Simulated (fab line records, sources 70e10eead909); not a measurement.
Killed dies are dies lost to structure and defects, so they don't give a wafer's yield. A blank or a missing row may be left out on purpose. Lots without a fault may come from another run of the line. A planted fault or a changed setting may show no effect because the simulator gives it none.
A struck lot beside a sound one | flow nand_harc | 12 steps out of a route of 1159
Sound: wafers L870.2, L870.3, L870.6. Struck: wafers L884.1, L884.4, L884.5. The cause comes at the end.
At each step with rows: each side's tool, then ch and its chambers, then its first start. Under that, the readings that differ: sound wafers | struck wafers | difference of the means | sigmas: that difference in standard deviations of wafers without a fault.
alike: readings whose means differ by less than 2 such deviations, and words and numbers that are the same on both sides. not compared: withheld readings, readings that some wafer has no value for, bounds like >300 that may hide the same value, and numbers for which the record gives no deviation and whose values overlap.
The two part at a step that has a row with sigmas, a row that says differs or no value, or rows on one side only. Numbers that don't overlap but have no deviation are shown without sigmas and don't part them. A reading that every wafer of one side lacks parts them only if that side has two wafers or more.

NHARC_A_SLIT_ETCH_29: etches the open film in CF4/O2, target depth 100 nm, overetch 10 nm, time 55 s.
  sound on rie_diel-07 ch 0,2, day 16 20:20; struck on rie_diel-06 ch 1,2, day 19 17:08
  reading               | sound             | struck            | difference | sigmas
  oes_product_au (a.u.) | 1.019 1.015 1.005 | 0.995 1.000 0.996 | -0.016     | -2
  alike: chamber_pressure_mTorr, drypump_motor_current_A, o2_flow_sccm, rf_vpp_V, showerhead_plenum_p_Torr, throttle_valve_pct
  not compared: rf_hours_counter_h
NHARC_A_SLIT_STRIP_18: strips in O2.
  sound on rie_diel-07 ch 1,2,3; struck on rie_diel-06 ch 0,3
  alike: chamber_pressure_mTorr, drypump_motor_current_A, o2_flow_sccm, oes_product_au, rf_vpp_V, showerhead_plenum_p_Torr, throttle_valve_pct
  not compared: rf_hours_counter_h
then, 2 steps without rows for these wafers: NHARC_A_SLIT_PRECLEAN_19 (cleans in SC1); NHARC_A_SLIT_SRD_20.
NHARC_A_SLIT_CD_MEAS_21:
  sound on cd_sem-03, day 16 20:52; struck on cd_sem-03, day 19 17:40
  alike: cd_nm
then, 3 steps without rows for these wafers: NHARC_A_SIN_REMOVE_WET_00 (chemistry H3PO4, time 15300 s); NHARC_A_SIN_REMOVE_PRECLEAN_01 (cleans in SC1); NHARC_A_SIN_REMOVE_SRD_02.
NHARC_A_SIN_REMOVE_INSPECT_04:
  sound on defect_inspect-02, day 17 04:35; struck on defect_inspect-02, day 20 00:14
  alike: raw_defect_count
NHARC_A_WL_FILL_ALD_00: deposits Al2O3, target thk 3 nm, pulse time 3 s, ald cycles 30.
  sound on ald_hk-03 ch 1,2, day 17 04:41; struck on ald_hk-02 ch 1,3, day 20 00:29
  reading                  | sound       | struck      | difference | sigmas
  heater_power_outer_w (W) | 269 310 310 | 275 208 220 | -62        | -2
  heater_power_w (W)       | 458 649 631 | 460 420 415 | -148       | -2
  alike: precursor_pulse_height_rel
  not compared: since_wet_clean_h
NHARC_A_WL_FILL_RTA_01: time 5 s.
  sound on rtp_anneal-01 ch 0, day 17 04:56; struck on rtp_anneal-01 ch 0, day 20 00:43
  alike: lamp_power_pct, lamp_zone_7_pct, wafer_temp_C_max
NHARC_A_WL_FILL_ALD_02: deposits TiN, target thk 2 nm, pulse time 3 s, ald cycles 100.
  sound on ald_metal-03 ch 2,3, day 17 05:11; struck on ald_metal-03 ch 0,1,2, day 20 01:02
  no value came back on the struck wafers for ald_cycles, heater_power_outer_w (W), heater_power_w (W), precursor_pulse_height_rel; on the sound wafers ald_cycles reads 100 100 100
  not compared: since_wet_clean_h

WHERE THEY PART
First at NHARC_A_SLIT_ETCH_29; last, within this record, at NHARC_A_WL_FILL_ALD_02.

WHY: what the simulator had put in
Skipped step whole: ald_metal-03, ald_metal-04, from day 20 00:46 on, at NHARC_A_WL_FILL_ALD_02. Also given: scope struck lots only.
